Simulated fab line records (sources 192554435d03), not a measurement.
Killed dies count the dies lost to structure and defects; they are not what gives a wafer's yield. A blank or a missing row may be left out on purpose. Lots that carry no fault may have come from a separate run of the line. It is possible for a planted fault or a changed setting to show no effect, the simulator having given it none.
Lot-split experiment :: flow n5_finfet :: 7 lots, 39 wafers read, on a route of 1938 steps

## SPLIT DETAILS
At N5_SD_EPI_P_ETCH_16 (etches SiO2 in CHF3/O2, target depth 5 nm), the setting target_depth_a was moved away from the recipe's 50 angstrom on 15 of the 39 wafers read, by -12.3% to +12.6%. All remaining wafers had this setting at the recipe value.

Reading taken at the split's own step.

## THE READING
etch.depth_nm (the simulator's own value, which no gauge read), in nm, at N5_SD_EPI_P_ETCH_16 (etches SiO2 in CHF3/O2, target depth 5 nm). There is no usual value for it anywhere in the file. Here, 24 wafers ran the recipe; their average is 4.984 nm with a standard deviation of 0.069 nm.

wafer: L077.1
tool, chamber at the split: rie_diel-04, 1
target_depth_a as run, angstrom: 50
against the recipe: recipe
etch.depth_nm, nm: 4.955
against lot-mates on the recipe: -

wafer: L077.2
tool, chamber at the split: rie_diel-04, 0
target_depth_a as run, angstrom: 52.46
against the recipe: +4.9%
etch.depth_nm, nm: 4.996
against lot-mates on the recipe: +0.024

wafer: L077.3
tool, chamber at the split: rie_diel-04, 2
target_depth_a as run, angstrom: 50
against the recipe: recipe
etch.depth_nm, nm: 4.999
against lot-mates on the recipe: -

wafer: L077.4
tool, chamber at the split: rie_diel-04, 1
target_depth_a as run, angstrom: 50
against the recipe: recipe
etch.depth_nm, nm: 4.962
against lot-mates on the recipe: -

wafer: L077.5
tool, chamber at the split: rie_diel-04, 2
target_depth_a as run, angstrom: 52.46
against the recipe: +4.9%
etch.depth_nm, nm: 5.281
against lot-mates on the recipe: +0.309

wafer: L077.6
tool, chamber at the split: rie_diel-04, 0
target_depth_a as run, angstrom: 52.46
against the recipe: +4.9%
etch.depth_nm, nm: 4.999
against lot-mates on the recipe: +0.027

wafer: L079.2
tool, chamber at the split: rie_diel-06, 2
target_depth_a as run, angstrom: 50
against the recipe: recipe
etch.depth_nm, nm: 4.929
against lot-mates on the recipe: -

wafer: L079.4
tool, chamber at the split: rie_diel-06, 1
target_depth_a as run, angstrom: 50
against the recipe: recipe
etch.depth_nm, nm: 5.009
against lot-mates on the recipe: -

wafer: L079.6
tool, chamber at the split: rie_diel-06, 1
target_depth_a as run, angstrom: 50
against the recipe: recipe
etch.depth_nm, nm: 5.001
against lot-mates on the recipe: -

wafer: L086.1
tool, chamber at the split: rie_diel-02, 0
target_depth_a as run, angstrom: 54.42
against the recipe: +8.8%
etch.depth_nm, nm: 5.501
against lot-mates on the recipe: +0.534

wafer: L086.2
tool, chamber at the split: rie_diel-02, 1
target_depth_a as run, angstrom: 50
against the recipe: recipe
etch.depth_nm, nm: 4.971
against lot-mates on the recipe: -

wafer: L086.3
tool, chamber at the split: rie_diel-02, 3
target_depth_a as run, angstrom: 50
against the recipe: recipe
etch.depth_nm, nm: 5.044
against lot-mates on the recipe: -

wafer: L086.4
tool, chamber at the split: rie_diel-02, 2
target_depth_a as run, angstrom: 54.42
against the recipe: +8.8%
etch.depth_nm, nm: 5.361
against lot-mates on the recipe: +0.394

wafer: L086.5
tool, chamber at the split: rie_diel-02, 3
target_depth_a as run, angstrom: 54.42
against the recipe: +8.8%
etch.depth_nm, nm: 5.515
against lot-mates on the recipe: +0.548

wafer: L086.6
tool, chamber at the split: rie_diel-02, 2
target_depth_a as run, angstrom: 50
against the recipe: recipe
etch.depth_nm, nm: 4.885
against lot-mates on the recipe: -

wafer: L088.1
tool, chamber at the split: rie_diel-04, 1
target_depth_a as run, angstrom: 50
against the recipe: recipe
etch.depth_nm, nm: 4.935
against lot-mates on the recipe: -

wafer: L088.2
tool, chamber at the split: rie_diel-04, 2
target_depth_a as run, angstrom: 50
against the recipe: recipe
etch.depth_nm, nm: 5.012
against lot-mates on the recipe: -

wafer: L088.3
tool, chamber at the split: rie_diel-04, 0
target_depth_a as run, angstrom: 50
against the recipe: recipe
etch.depth_nm, nm: 5.008
against lot-mates on the recipe: -

wafer: L088.4
tool, chamber at the split: rie_diel-04, 3
target_depth_a as run, angstrom: 50
against the recipe: recipe
etch.depth_nm, nm: 5.091
against lot-mates on the recipe: -

wafer: L088.5
tool, chamber at the split: rie_diel-04, 3
target_depth_a as run, angstrom: 50
against the recipe: recipe
etch.depth_nm, nm: 5.063
against lot-mates on the recipe: -

wafer: L088.6
tool, chamber at the split: rie_diel-04, 2
target_depth_a as run, angstrom: 50
against the recipe: recipe
etch.depth_nm, nm: 5.046
against lot-mates on the recipe: -

wafer: L094.1
tool, chamber at the split: rie_diel-06, 1
target_depth_a as run, angstrom: 50
against the recipe: recipe
etch.depth_nm, nm: 5.018
against lot-mates on the recipe: -

wafer: L094.2
tool, chamber at the split: rie_diel-06, 2
target_depth_a as run, angstrom: 50
against the recipe: recipe
etch.depth_nm, nm: 4.939
against lot-mates on the recipe: -

wafer: L094.3
tool, chamber at the split: rie_diel-06, 3
target_depth_a as run, angstrom: 46.57
against the recipe: -6.9%
etch.depth_nm, nm: 4.603
against lot-mates on the recipe: -0.356

wafer: L094.4
tool, chamber at the split: rie_diel-06, 0
target_depth_a as run, angstrom: 46.57
against the recipe: -6.9%
etch.depth_nm, nm: 4.542
against lot-mates on the recipe: -0.417

wafer: L094.5
tool, chamber at the split: rie_diel-06, 3
target_depth_a as run, angstrom: 46.57
against the recipe: -6.9%
etch.depth_nm, nm: 4.567
against lot-mates on the recipe: -0.392

wafer: L094.6
tool, chamber at the split: rie_diel-06, 2
target_depth_a as run, angstrom: 50
against the recipe: recipe
etch.depth_nm, nm: 4.921
against lot-mates on the recipe: -

wafer: L095.1
tool, chamber at the split: rie_diel-04, 3
target_depth_a as run, angstrom: 50
against the recipe: recipe
etch.depth_nm, nm: 5.077
against lot-mates on the recipe: -

wafer: L095.2
tool, chamber at the split: rie_diel-04, 0
target_depth_a as run, angstrom: 43.85
against the recipe: -12.3%
etch.depth_nm, nm: 4.436
against lot-mates on the recipe: -0.631

wafer: L095.3
tool, chamber at the split: rie_diel-04, 2
target_depth_a as run, angstrom: 43.85
against the recipe: -12.3%
etch.depth_nm, nm: 4.4
against lot-mates on the recipe: -0.667

wafer: L095.4
tool, chamber at the split: rie_diel-04, 1
target_depth_a as run, angstrom: 43.85
against the recipe: -12.3%
etch.depth_nm, nm: 4.345
against lot-mates on the recipe: -0.722

wafer: L095.5
tool, chamber at the split: rie_diel-04, 3
target_depth_a as run, angstrom: 50
against the recipe: recipe
etch.depth_nm, nm: 5.115
against lot-mates on the recipe: -

wafer: L095.6
tool, chamber at the split: rie_diel-04, 2
target_depth_a as run, angstrom: 50
against the recipe: recipe
etch.depth_nm, nm: 5.009
against lot-mates on the recipe: -

wafer: L096.1
tool, chamber at the split: rie_diel-06, 0
target_depth_a as run, angstrom: 50
against the recipe: recipe
etch.depth_nm, nm: 4.856
against lot-mates on the recipe: -

wafer: L096.2
tool, chamber at the split: rie_diel-06, 3
target_depth_a as run, angstrom: 56.32
against the recipe: +12.6%
etch.depth_nm, nm: 5.512
against lot-mates on the recipe: +0.635

wafer: L096.3
tool, chamber at the split: rie_diel-06, 2
target_depth_a as run, angstrom: 56.32
against the recipe: +12.6%
etch.depth_nm, nm: 5.564
against lot-mates on the recipe: +0.687

wafer: L096.4
tool, chamber at the split: rie_diel-06, 0
target_depth_a as run, angstrom: 50
against the recipe: recipe
etch.depth_nm, nm: 4.861
against lot-mates on the recipe: -

wafer: L096.5
tool, chamber at the split: rie_diel-06, 2
target_depth_a as run, angstrom: 56.32
against the recipe: +12.6%
etch.depth_nm, nm: 5.543
against lot-mates on the recipe: +0.666

wafer: L096.6
tool, chamber at the split: rie_diel-06, 3
target_depth_a as run, angstrom: 50
against the recipe: recipe
etch.depth_nm, nm: 4.913
against lot-mates on the recipe: -

FIT RESULTS
A straight line over all 39 wafers: etch.depth_nm changes by +0.0477 nm for each +1% of target_depth_a; r = +0.96; the points scatter about the line by 0.085 nm.
The same after taking each lot's own level away (the mean of its wafers on the recipe; 39 wafers): +0.0529 nm for each +1%; r = +0.98; scatter 0.07 nm.
That fit puts the effect of the largest move of target_depth_a on the reading at 0.67 nm.
Measured against the standard deviation above, the lots' own levels, which go from 4.8767 to 5.0670 nm, span 2.8 times it.
Consequently the slope shifts little with the lot-to-lot level, the two slopes agreeing.
Check: +0.659 nm against its lot-mates is what the line predicts for one of the wafers moved furthest among these (+12.6%) when that wafer is left out of the fit. Against them it came out at +0.635 nm.

## THE OTHER SPLITS THESE WAFERS WENT THROUGH
These wafers also went through other splits before the reading. Each is held against what the fit with the lots' levels taken away leaves over:
other split on the same wafers: N5_WELL_APT_EXPOSE_22 dose_mj
wafers away from the commonest value: 15
r with etch.depth_nm (lot level and that fit taken away): +0.03

other split on the same wafers: N5_WELL_APT_IMPLANT_32 energy_kev
wafers away from the commonest value: 12
r with etch.depth_nm (lot level and that fit taken away): -0.20

other split on the same wafers: N5_DUMMY_GATE_ETCH_31 target_depth_a
wafers away from the commonest value: 12
r with etch.depth_nm (lot level and that fit taken away): -0.04

other split on the same wafers: N5_DUMMY_GATE_ETCH_32 time_s
wafers away from the commonest value: 9
r with etch.depth_nm (lot level and that fit taken away): +0.08

other split on the same wafers: N5_DUMMY_GATE_ETCH_44 target_depth_a
wafers away from the commonest value: 18
r with etch.depth_nm (lot level and that fit taken away): -0.19

## FILE'S OWN FIT
etch.depth_nm changes by +0.0527 nm for each +1% of target_depth_a, r = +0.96.
